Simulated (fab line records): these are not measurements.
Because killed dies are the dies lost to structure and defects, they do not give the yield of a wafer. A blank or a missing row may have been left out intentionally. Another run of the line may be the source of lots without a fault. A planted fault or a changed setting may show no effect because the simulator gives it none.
Matching of chambers | flow nandHarc | NHARC_A_STAIRCASE_DESCUM_11 on rieDiel-08 has 4 sister chambers
The step chemistry O2, time 3 s. 8 wafers are shown with their chamber, then 9 later ones without.

== EACH WAFER AND ITS CHAMBER ==
wafer  | chamber | showerheadPlenumPTorr (Torr) | drypumpMotorCurrentA (A)
L078.5 | 1       | 1.86                         | 6.1
L080.3 | 0       | 1.92                         | 6.2
L084.1 | 0       | 1.92                         | 6.2
L084.4 | 2       | 1.95                         | 6.2
L084.5 | 2       | 1.95                         | 6.2
L083.2 | 3       | 1.82                         | 6.5
L083.4 | 1       | 1.85                         | 6.0
L083.6 | 3       | 1.82                         | 6.5

== WAFERS WHOSE CHAMBER IS MISSING ==
wafer  | showerheadPlenumPTorr (Torr) | drypumpMotorCurrentA (A)
L085.1 | 1.82                         | 6.5
L085.2 | 1.95                         | 6.2
L085.4 | 1.91                         | 6.2
L087.3 | 1.85                         | 6.0
L087.5 | 1.82                         | 6.5
L087.6 | 1.94                         | 6.2
L091.2 | 1.85                         | 6.0
L091.3 | 1.91                         | 6.2
L091.4 | 1.94                         | 6.2

== WHICH CHAMBER EACH WENT THROUGH ==
wafer  | from the rows above | in truth
L085.1 | 3                   | 3
L085.2 | 2                   | 2
L085.4 | 0                   | 0
L087.3 | 1                   | 1
L087.5 | 3                   | 3
L087.6 | 2                   | 2
L091.2 | 1                   | 1
L091.3 | 0                   | 0
L091.4 | 2                   | 2
Correctly placed: 9 of 9. Number that these rows cannot place: 0. 0 placed wrongly.
How it was worked out, from the rows above alone: a wafer's distance from a chamber is the root of the sum, over the readings, of the square of ((its reading less the chamber's mean) divided by the reading's scatter). If the next closest chamber is less than 2 further off than the closest, the wafer can't be placed; otherwise it belongs to the closest. For every chamber, the mean is computed from those of its wafers that are shown. How the scatter is found: for the shown wafers, subtract from each reading the mean of its chamber, square and add these, divide the total by (wafers less chambers), then take the root.
